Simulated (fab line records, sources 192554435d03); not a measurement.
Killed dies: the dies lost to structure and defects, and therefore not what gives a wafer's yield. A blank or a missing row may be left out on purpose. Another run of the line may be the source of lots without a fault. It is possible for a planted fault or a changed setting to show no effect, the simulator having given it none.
Struck lot and sound lot, side by side :: flow n5-finfet :: 19 steps out of a route of 1938
Sound: these wafers, L927.1, L927.2, L927.5. Struck: wafers L936.2, L936.3, L936.4. The cause is named last.
Order at every step that has rows: each side's tool, ch and its chambers, its first start. Under that, the readings that differ: sound wafers :: struck wafers :: difference of the means :: sigmas: that difference in standard deviations of wafers without a fault.
alike: words and numbers the same on both sides, and readings whose means are apart by under 2 such deviations; not compared: readings that were withheld, readings missing a value for some wafer, numbers with overlapping values and no deviation given by the record, and bounds like >300 which may hide the same value.
The two part at a step that has a row with sigmas, a row that says differs or no value, or rows on one side only. Non-overlapping numbers with no deviation appear without sigmas and do not part them. A reading that every wafer of one side lacks parts them only if that side has two wafers or more.

N5_BEOL_M11_CMP_52: polishes, stops on SiCOH lowk, t overpolish 7 s, target thk 140 nm.
  sound on cmp-04 ch 2,3, day 13 17:37; struck on cmp-04 ch 0,2,3, day 15 08:23
  alike: barrier-field-endpoint-s, motor-current-A, overpolish-run-s, time-to-endpoint-s
N5_BEOL_M11_THK_MEAS_53: measures by xrf.
  sound on film-metro-02 at day 13 17:55; struck on film-metro-02 at day 15 08:38
  alike: M11_THK
then, 1 step without rows for these wafers: N5_BEOL_M11_PRE_CLEAN_55 (time 15 s).
N5_BEOL_M11_DEP_56: deposits SiCN from 3MS/NH3, target thk 30 nm, time 10.5 s.
  sound on pecvd-02 ch 0,1, day 13 17:59; struck on pecvd-02 ch 0,1,2, day 15 08:42
  alike: showerhead-plenum-p-Torr, throttle-valve-pct
N5_BEOL_M11_RS_MEAS_57: measurement is done with a four-point probe.
  sound on film-metro-01 at day 13 18:02; struck on film-metro-02 at day 15 08:46
  alike: M11_RS
N5_BEOL_M11_INSPECT_58: inspects for defects (darkfield).
  sound on defect-inspect-02 at day 13 18:04; struck on defect-inspect-02 at day 15 08:47
  alike: raw-defect-count
N5_BEOL_M12_ILD_DEP_00: deposits SiOC from DEMS/O2, target thk 658.92 nm, time 130.7 s.
  sound on pecvd-03 ch 0,2, day 13 18:06; struck on pecvd-01 ch 1,2, day 15 08:49
  alike: heater-power-w, showerhead-plenum-p-Torr, throttle-valve-pct
N5_BEOL_M12_THK_MEAS_01:
  sound on film-metro-01 at day 13 18:14; struck on film-metro-02 at day 15 09:00
  alike: M12_ILD_THK
then, 4 steps without rows for these wafers: N5_BEOL_M12_COAT_58 (time 60 s, resist thk 89 nm); N5_BEOL_M12_COAT_04 (resist thk 400 nm); N5_BEOL_M12_EBR_06; N5_BEOL_M12_SOFTBAKE_05 (time 60 s).
N5_BEOL_M12_EXPOSE_07: exposes mask V11.
  sound on krf-scanner-01 ch 0, day 13 18:29; struck on krf-scanner-01 ch 0, day 15 09:16
reading: exposure-dose-mJ-cm2
sound: 32.53 32.44 32.50
struck: 34.16 34.15 34.11
difference: +1.65
sigmas: +49
  alike: mask, reticle-temp-C
then, 3 steps without rows for these wafers: N5_BEOL_M12_PEB_08 (peb time 90 s); N5_BEOL_M12_DEVELOP_09 (develop time 45 s); N5_BEOL_M12_HARDBAKE_14 (time 120 s).
N5_BEOL_M12_CD_MEAS_10 targets a cd of 140 nm.
  sound on cd-sem-01 ch 0, day 13 18:40; struck on cd-sem-01 ch 0, day 15 09:26
reading: cd-nm (nm)
sound: 140.2 141.4 142.0
struck: 149.0 149.5 145.7
difference: +6.9
sigmas: +3
N5_BEOL_M12_OVL_MEAS_11:
  sound on overlay-02 ch 0, day 13 18:41; struck on overlay-01 ch 0, day 15 09:28
  alike: V11_OVL
N5_PASSIVATION_PROBE_49:
  only the struck wafers here have rows in the record (prober-02, day 16 21:57); the sound ones have none

WHERE THEY PART
At N5_BEOL_M12_EXPOSE_07 first; at N5_PASSIVATION_PROBE_49 last (within this record only).

WHY: what had been put in by the simulator
Process parameter drift: krf-scanner-01, from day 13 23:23 on, at N5_BEOL_M12_EXPOSE_07. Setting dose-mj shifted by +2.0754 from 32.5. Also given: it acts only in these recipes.
